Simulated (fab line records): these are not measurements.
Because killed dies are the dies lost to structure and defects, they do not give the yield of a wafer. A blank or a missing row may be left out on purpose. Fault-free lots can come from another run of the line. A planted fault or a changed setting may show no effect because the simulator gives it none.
Which tool was responsible? :: flow nand harc :: 36 wafers from 12 lots sampled at 3 of the route's 1302 steps

## WHAT THE GAUGES READ, wafer by wafer
NHARC_A_CONTACT_CD_MEAS_69: target cd 300 nm.
lot: L076
measured: day 22 17:23
on: cd sem-02
cd nm (nm): 299.3 300.3 300.8

lot: L075
measured: day 23 00:16
on: cd sem-03
cd nm (nm): 301.9 301.2 300.2

lot: L079
measured: day 23 09:13
on: cd sem-02
cd nm (nm): 299.7 300.4 300.9

lot: L082
measured: day 25 06:05
on: cd sem-03
cd nm (nm): 300.2 301.3 301.0

lot: L085
measured: day 26 07:38
on: cd sem-03
cd nm (nm): 301.8 301.9 300.5

lot: L083
measured: day 26 13:29
on: cd sem-02
cd nm (nm): 300.4 300.5 300.3

lot: L087
measured: day 27 07:17
on: cd sem-02
cd nm (nm): 299.9 299.3 300.5

lot: L089
measured: day 27 16:39
on: cd sem-02
cd nm (nm): 300.9 300.8 300.6

lot: L092
measured: day 28 23:22
on: cd sem-02
cd nm (nm): 300.3 300.3 299.3

lot: L093
measured: day 30 04:25
on: cd sem-03
cd nm (nm): 298.8 300.4 300.7

lot: L095
measured: day 30 09:43
on: cd sem-02
cd nm (nm): 301.3 300.5 301.4

lot: L097
measured: day 31 09:51
on: cd sem-03
cd nm (nm): 299.9 299.5 300.3

## WHICH TOOL RAN EACH LOT (tool, then ch and the chambers of the sampled wafers, then the start)
lot: L076
NHARC_A_CONTACT_STRIP_55: rie diel-01 ch 0,2,3, day 22 13:25 or earlier
NHARC_A_CONTACT_DEP_57: acl dep-01 ch 0, day 22 13:25

lot: L075
NHARC_A_CONTACT_STRIP_55: rie diel-12 ch 0,1, day 22 20:59 or earlier
NHARC_A_CONTACT_DEP_57: acl dep-01 ch 0, day 22 20:59

lot: L079
NHARC_A_CONTACT_STRIP_55: rie diel-05 ch 1,3, day 23 05:14 or earlier
NHARC_A_CONTACT_DEP_57: acl dep-01 ch 0, day 23 05:14

lot: L082
NHARC_A_CONTACT_STRIP_55: rie diel-01 ch 0,1,3, day 25 02:12 or earlier
NHARC_A_CONTACT_DEP_57: acl dep-02 ch 0, day 25 02:12

lot: L085
NHARC_A_CONTACT_STRIP_55: rie diel-01 ch 0,3, day 26 04:41 or earlier
NHARC_A_CONTACT_DEP_57: acl dep-03 ch 0, day 26 04:41

lot: L083
NHARC_A_CONTACT_STRIP_55: rie diel-05 ch 2,3, day 26 09:23 or earlier
NHARC_A_CONTACT_DEP_57: acl dep-01 ch 0, day 26 09:23

lot: L087
NHARC_A_CONTACT_STRIP_55: rie diel-12 ch 1,2,3, day 27 04:00 or earlier
NHARC_A_CONTACT_DEP_57: acl dep-03 ch 0, day 27 04:00

lot: L089
NHARC_A_CONTACT_STRIP_55: rie diel-01 ch 0,1, day 27 13:42 or earlier
NHARC_A_CONTACT_DEP_57: acl dep-01 ch 0, day 27 13:42

lot: L092
NHARC_A_CONTACT_STRIP_55: rie diel-01 ch 2,3, day 28 19:22 or earlier
NHARC_A_CONTACT_DEP_57: acl dep-02 ch 0, day 28 19:22

lot: L093
NHARC_A_CONTACT_STRIP_55: rie diel-12 ch 0,1, day 30 00:31 or earlier
NHARC_A_CONTACT_DEP_57: acl dep-02 ch 0, day 30 00:31

lot: L095
NHARC_A_CONTACT_STRIP_55: rie diel-01 ch 1,2, day 30 06:43 or earlier
NHARC_A_CONTACT_DEP_57: acl dep-02 ch 0, day 30 06:43

lot: L097
NHARC_A_CONTACT_STRIP_55: rie diel-01 ch 0,3, day 31 06:58 or earlier
NHARC_A_CONTACT_DEP_57: acl dep-02 ch 0, day 31 06:58
- NHARC_A_CONTACT_STRIP_55: strips in O2.
- NHARC_A_CONTACT_DEP_57: deposits aC, target thk 5300 nm.

## THE ANSWER, worked out from the rows above alone
Rule: the lots themselves supply what counts as usual. Put in order of their means at a reading, lots are off if they are a third of the lots or fewer, leave a main group of 4 or more, and stand apart from it by a gap of 3 or more times the standard deviation of the main group's means; of several such gaps the widest counts. If all means in a main group match to the digits the tables above print for the reading, that group is not used. A lot without any number at a reading at which 4 lots or more have one is off too. Any other lot the step has rows for is counted as sound.
No lot is off at any reading shown: from this, nothing can be told.

## WHAT THE SIMULATOR HAD PUT IN
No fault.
